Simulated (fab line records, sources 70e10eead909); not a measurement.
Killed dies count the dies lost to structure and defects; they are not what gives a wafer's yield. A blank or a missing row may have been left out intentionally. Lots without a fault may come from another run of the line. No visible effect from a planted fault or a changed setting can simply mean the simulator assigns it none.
One fault through the eyes of 3 desks | flow nand harc | what lay behind the numbers comes last; until then each desk has only its own

## AT THE METROLOGY DESK
What the gauges read, lot by lot, whatever tool the lot ran on: means of the sampled wafers that have a number. If a lot's mean is further than 4 standard deviations from the usual mean, the lot is out of limits and carries the mark OUT (the distance appears in the brackets).
Columns: A = cd nm at NHARC_P_CONTACT_CD_MEAS_12, usual 90.0 nm
lot  | first seen here | A
L807 | day 6 03:36     | 90.6
L809 | day 6 14:31     | 89.8
L811 | day 7 17:08     | 90.8
L815 | day 9 05:45     | 90.4
L816 | day 9 09:57     | 90.4
L819 | day 10 19:37    | 90.0
L824 | day 13 04:02    | 89.9
L825 | day 13 10:15    | 90.2
L826 | day 13 22:10    | 90.4
L827 | day 14 14:27    | 90.0
L829 | day 15 07:39    | 90.4
L830 | day 15 10:55    | 90.5
Result from this desk: across the 12 lots, nothing is out of limits.

## THE DEFECT DESK
Lot by lot, what the route's inspections counted, given as the mean of those sampled wafers with a number. If a lot's mean is further than 4 standard deviations from the usual mean, the lot is out of limits and carries the mark OUT (the distance appears in the brackets).
Columns: A = raw defect count at NHARC_P_GATE_INSPECT_68, usual 189
lot  | first seen here | A
L807 | day 6 01:58     | 301
L809 | day 6 13:02     | 170
L811 | day 7 15:24     | 194
L815 | day 9 04:09     | 177
L816 | day 9 08:21     | 651 (+7.1) OUT
L819 | day 10 18:08    | 599 (+6.3) OUT
L824 | day 13 02:26    | 175
L825 | day 13 08:38    | 258
L826 | day 13 20:32    | 176
L827 | day 14 12:50    | 203
L829 | day 15 05:59    | 127
L830 | day 15 09:18    | 107
Finding of this desk: L816, L819 out of limits; the first was L816 at day 9 08:21, on raw defect count at NHARC_P_GATE_INSPECT_68. L807, L809, L811, L815, L824, L825, L826, L827, L829, L830 stayed within limits.

## AT THE TOOL OWNER'S DESK: rie diel-09
The tool's own readings at NHARC_P_GATE_ETCH_114 (etches the open film in CF4/O2, target depth 30 nm, overetch 3 nm, time 16.5 s): means of the sampled wafers that have a number, for each lot that ran on this tool. If a lot's mean is further than 4 standard deviations from the usual mean, the lot is out of limits and carries the mark OUT (the distance appears in the brackets).
Columns: A = drypump motor current A at NHARC_P_GATE_ETCH_114, usual 5.7 A; B = oes product au at NHARC_P_GATE_ETCH_114, usual 0.998 a.u.; C = rf vpp V at NHARC_P_GATE_ETCH_114, usual 198.6 V; D = showerhead plenum p Torr at NHARC_P_GATE_ETCH_114, usual 1.37 Torr; E = throttle valve pct at NHARC_P_GATE_ETCH_114, usual 13.397 %
lot  | first seen here | A   | B     | C     | D    | E
L809 | day 5 19:00     | 6.1 | 0.999 | 198.5 | 1.40 | 13.398
L815 | day 8 10:04     | 5.8 | 0.989 | 199.4 | 1.40 | 13.394
L816 | day 8 14:00     | 5.9 | 0.995 | 199.7 | 1.39 | 13.394
L819 | day 10 00:00    | 5.9 | 1.000 | 198.4 | 1.39 | 13.399
Result from this desk: across the 4 lots, nothing is out of limits.

## TAKEN TOGETHER
The defect desk could have raised an alarm at day 9 08:21, on L816, L819.
The metrology desk saw nothing out of limits.
Nothing out of limits was seen by the tool owner's desk.
The metrology desk holds a record of L816, L819, inside its limits.
On record at the tool owner's desk: L816, L819, within its limits.
Of the lots named, all ran NHARC_P_GATE_ETCH_114 on rie diel-09.

## WHAT THE SIMULATOR HAD INSERTED
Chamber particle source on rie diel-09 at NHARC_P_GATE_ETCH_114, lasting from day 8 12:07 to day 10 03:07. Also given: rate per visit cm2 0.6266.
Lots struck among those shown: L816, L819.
Hours from the fault's start to each desk's first reading out of limits: the defect desk, 20.
